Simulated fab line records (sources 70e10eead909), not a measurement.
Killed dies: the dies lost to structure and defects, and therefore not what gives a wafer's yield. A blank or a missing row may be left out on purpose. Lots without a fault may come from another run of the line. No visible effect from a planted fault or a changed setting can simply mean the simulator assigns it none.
One fault seen from 3 desks | flow nandHarc | numbers are kept per desk, each desk with only its own; the story behind them comes last

== THE METROLOGY DESK ==
Lot by lot, what the gauges showed, no matter which tool ran the lot: averages of those sampled wafers that carry a number. If a lot's mean is further than 4 standard deviations from the usual mean, the lot is out of limits and carries the mark OUT (the distance appears in the brackets).
Columns: A = cdNm at NHARC_A_ZERO_WELL_CD_MEAS_10, usual 2000 nm; B = thkNm at NHARC_A_ONON_D1_THK_MEAS_08, usual 998 nm; C = thkNm at NHARC_A_ONON_D1_THK_MEAS_21, usual 1000 nm
lot  | first seen here | A    | B    | C
L818 | day 7 12:34     | 1998 | 1002 | 1002
L819 | day 7 22:37     | 1997 | 1006 | 991
L822 | day 8 07:59     | 1997 | 985  | 1025
L821 | day 8 11:16     | 2001 | 994  | 990
L825 | day 9 01:44     | 2001 | 999  | 998
L823 | day 9 02:32     | 1998 | 988  | 1024
L827 | day 9 13:41     | 1999 | 1003 | 1012
L826 | day 9 14:40     | 2003 | 1024 | 991
L829 | day 10 01:02    | 2001 | 1000 | 771 (-23) OUT
L828 | day 10 01:55    | 2002 | 988  | 995
L830 | day 10 20:52    | 1998 | 991  | 897 (-10) OUT
L832 | day 11 03:00    | 2001 | 998  | 995
L833 | day 11 08:06    | 1997 | 988  | 876 (-12) OUT
L837 | day 12 03:50    | 2006 | 998  | 1001
This desk's verdict: out of limits on L829, L830, L833, starting with L829 at day 11 11:24 (thkNm at NHARC_A_ONON_D1_THK_MEAS_21). L818, L819, L822, L821, L825, L823, L827, L826, L828, L832, L837: within limits.

== FOR THE TOOL OWNER'S DESK: pecvdOnon-02 ==
The tool's own readings at NHARC_A_ONON_D1_DEP_19 (target thk 1000 nm): means of the sampled wafers that have a number, for each lot that ran on this tool. If a lot's mean is further than 4 standard deviations from the usual mean, the lot is out of limits and carries the mark OUT (the distance appears in the brackets).
Columns: A = sih4FlowSccm at NHARC_A_ONON_D1_DEP_19, usual 210.0 sccm
lot  | first seen here | A
L818 | day 8 20:44     | 210.0
L819 | day 9 09:05     | 209.6
L822 | day 9 17:03     | 209.4
L821 | day 10 01:47    | 210.1
L825 | day 10 15:01    | 209.9
L826 | day 11 00:05    | 210.0
L829 | day 11 10:54    | 210.4
L830 | day 12 09:53    | 210.5
L833 | day 12 16:54    | 210.2
This desk's verdict: no lot among the 9 shows anything out of limits.

== THE DEFECT DESK ==
Inspection counts along the route, by lot: the mean over sampled wafers that carry a number. If a lot's mean is further than 4 standard deviations from the usual mean, the lot is out of limits and carries the mark OUT (the distance appears in the brackets).
Columns: A = rawDefectCount at NHARC_A_START_INSPECT_01, usual 3.4
lot  | first seen here | A
L818 | day 7 11:43     | 2.3
L819 | day 7 21:53     | 4.0
L822 | day 8 07:08     | 5.3
L821 | day 8 10:25     | 3.7
L825 | day 9 00:53     | 2.7
L823 | day 9 01:42     | 2.3
L827 | day 9 12:58     | 2.7
L826 | day 9 13:48     | 1.7
L829 | day 10 00:11    | 4.7
L828 | day 10 01:04    | 3.3
L830 | day 10 20:09    | 3.0
L832 | day 11 02:10    | 5.3
L833 | day 11 07:16    | 2.3
L837 | day 12 02:59    | 3.3
This desk's verdict: no lot among the 14 shows anything out of limits.

== TAKEN TOGETHER ==
On L829, L830, L833, the metrology desk was in a position to raise an alarm at day 11 11:24.
The tool owner's desk saw nothing out of limits.
Nothing out of limits was seen by the defect desk.
The tool owner's desk has L829, L830, L833 on record, within its limits.
The defect desk has L829, L830, L833 on record, within its limits.
Every lot named ran NHARC_A_ONON_D1_DEP_19 on pecvdOnon-02.

== WHAT WAS PUT IN BY THE SIMULATOR ==
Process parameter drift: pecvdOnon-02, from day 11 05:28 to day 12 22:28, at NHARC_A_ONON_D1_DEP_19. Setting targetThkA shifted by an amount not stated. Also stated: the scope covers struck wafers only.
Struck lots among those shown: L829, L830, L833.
Delay in hours, fault start to first out-of-limits reading, per desk: metrology desk 6.
